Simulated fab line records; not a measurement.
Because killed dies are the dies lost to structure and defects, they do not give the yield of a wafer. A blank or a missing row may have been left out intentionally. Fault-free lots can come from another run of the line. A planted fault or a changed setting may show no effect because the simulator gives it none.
Struck lot and sound lot, side by side -- flow nand_harc -- 44 steps out of a route of 1302
Sound: the wafers L693.1, L693.5, L693.6. Wafers L703.1, L703.2, L703.5 were the ones struck. The cause comes at the end.
At each step with rows: each side's tool, then ch and its chambers, then its first start. Under that, the readings that differ: sound wafers -- struck wafers -- difference of the means -- sigmas: that difference in standard deviations of wafers without a fault.
alike: a reading whose means differ by less than 2 such deviations, as well as words and numbers matching on both sides. not compared: withheld readings; readings where some wafer has no value; bounds like >300 that might hide an equal value; numbers whose values overlap and for which the record gives no deviation.
Wherever a step has rows on one side only, a row that says differs or no value, or a row with sigmas, the two part there. Numbers that have no deviation but don't overlap get no sigmas and don't part them. A reading that every wafer of one side lacks parts them only if that side has two wafers or more.

first, 6 steps without rows for these wafers: NHARC_P_ZERO_WELL_COAT_18; NHARC_P_ZERO_WELL_SOFTBAKE_19 (time 95 s); NHARC_P_ZERO_WELL_EBR_20; NHARC_P_ZERO_WELL_EXPOSE_21 (exposes mask P NWELL, target cd 720 nm); NHARC_P_ZERO_WELL_PEB_22 (peb time 85 s); NHARC_P_ZERO_WELL_DEVELOP_23 (time 70 s).
NHARC_P_ZERO_WELL_CD_MEAS_24 targets a cd of 720 nm.
  sound on cd_sem-01 ch 0, day 1 22:21; struck on cd_sem-01 ch 0, day 6 02:29
  alike: cd_nm
then, 1 step without rows for these wafers: NHARC_P_ZERO_WELL_HARDBAKE_25 (time 80 s).
NHARC_P_ZERO_WELL_DESCUM_26: chemistry O2, time 3 s.
  sound on rie_diel-13 ch 0,1, day 1 22:33; struck on rie_diel-13 ch 1,2,3, day 6 03:22
  alike: drypump_motor_current_A, oes_product_au, rf_vpp_V, showerhead_plenum_p_Torr, throttle_valve_pct
  not compared: rf_hours_counter_h
then, 3 steps without rows for these wafers: NHARC_P_ZERO_WELL_IMPLANT_27; NHARC_P_ZERO_WELL_IMPLANT_57; NHARC_P_ZERO_WELL_IMPLANT_58.
NHARC_P_ZERO_WELL_STRIP_28: strips in SPM, time 840 s.
  sound on wet_bench-05 ch 1,2,3, day 1 23:16; struck on wet_bench-06 ch 1,2,4, day 6 04:04
then, 8 steps without rows for these wafers: NHARC_P_ZERO_WELL_DEHYDRATE_29 (time 120 s); NHARC_P_ZERO_WELL_HMDS_30 (time 30 s); NHARC_P_ZERO_WELL_COAT_31; NHARC_P_ZERO_WELL_SOFTBAKE_32 (time 95 s); NHARC_P_ZERO_WELL_EBR_33; NHARC_P_ZERO_WELL_EXPOSE_34 (exposes mask P PWELL, target cd 720 nm); NHARC_P_ZERO_WELL_PEB_35 (peb time 85 s); NHARC_P_ZERO_WELL_DEVELOP_36 (time 70 s).
NHARC_P_ZERO_WELL_CD_MEAS_37 targets a cd of 720 nm.
  sound on cd_sem-01 ch 0, day 1 23:53; struck on cd_sem-03 ch 0, day 6 05:34
  alike: cd_nm
then, 1 step without rows for these wafers: NHARC_P_ZERO_WELL_HARDBAKE_38 (time 80 s).
NHARC_P_ZERO_WELL_DESCUM_39: chemistry O2, time 3 s.
  sound on rie_diel-13 ch 1,2, day 2 00:04; struck on rie_diel-05 ch 0,1,2, day 6 05:44
  alike: drypump_motor_current_A, oes_product_au, rf_vpp_V, showerhead_plenum_p_Torr, throttle_valve_pct
  not compared: rf_hours_counter_h
then, 12 steps without rows for these wafers: NHARC_P_ZERO_WELL_IMPLANT_40; NHARC_P_ZERO_WELL_IMPLANT_59; NHARC_P_ZERO_WELL_IMPLANT_60; NHARC_P_ZERO_WELL_STRIP_41 (strips in SPM, time 840 s); NHARC_P_ZERO_WELL_DEHYDRATE_44 (time 120 s); NHARC_P_ZERO_WELL_HMDS_45 (time 30 s); NHARC_P_ZERO_WELL_COAT_46; NHARC_P_ZERO_WELL_SOFTBAKE_47 (time 95 s); NHARC_P_ZERO_WELL_EBR_48; NHARC_P_ZERO_WELL_EXPOSE_49 (exposes mask P HVPW, target cd 2000 nm); NHARC_P_ZERO_WELL_PEB_50 (peb time 85 s); NHARC_P_ZERO_WELL_DEVELOP_51 (time 70 s).
NHARC_P_ZERO_WELL_CD_MEAS_52 targets a cd of 2000 nm.
  sound on cd_sem-02 ch 0, day 2 01:33; struck on cd_sem-03 ch 0, day 6 07:05
  alike: cd_nm
then, 1 step without rows for these wafers: NHARC_P_ZERO_WELL_HARDBAKE_53 (time 80 s).
NHARC_P_ZERO_WELL_DESCUM_54: chemistry O2, time 3 s.
  sound on rie_diel-07 ch 0,3, day 2 01:43; struck on rie_diel-05 ch 1,2,3, day 6 07:16
  alike: drypump_motor_current_A, oes_product_au, rf_vpp_V, showerhead_plenum_p_Torr, throttle_valve_pct
  not compared: rf_hours_counter_h
then, 3 steps without rows for these wafers: NHARC_P_ZERO_WELL_IMPLANT_55; NHARC_P_ZERO_WELL_IMPLANT_61; NHARC_P_ZERO_WELL_STRIP_56 (strips in SPM, time 840 s).
NHARC_P_ZERO_WELL_INSPECT_43:
  sound on defect_inspect-01 at day 2 03:21; struck on defect_inspect-02 at day 6 08:55
reading,sound,struck,difference,sigmas
raw_defect_count,12 2 7,430 394 444,+416,+67
-- break in the record here, with 22 days between the starts of the struck wafers on either side (left off in module P_ZERO_WELL, picked up again in module END, where the first step shown is number 1302 on the route) --
NHARC_END_SORT_01:
  here the record holds rows for the struck wafers (prober-01 ch 0, day 28 12:26) but none for the sound ones

## WHERE THEY PART
Last at NHARC_END_SORT_01 as far as this record goes, first at NHARC_P_ZERO_WELL_INSPECT_43.

WHY: whatever the simulator had introduced
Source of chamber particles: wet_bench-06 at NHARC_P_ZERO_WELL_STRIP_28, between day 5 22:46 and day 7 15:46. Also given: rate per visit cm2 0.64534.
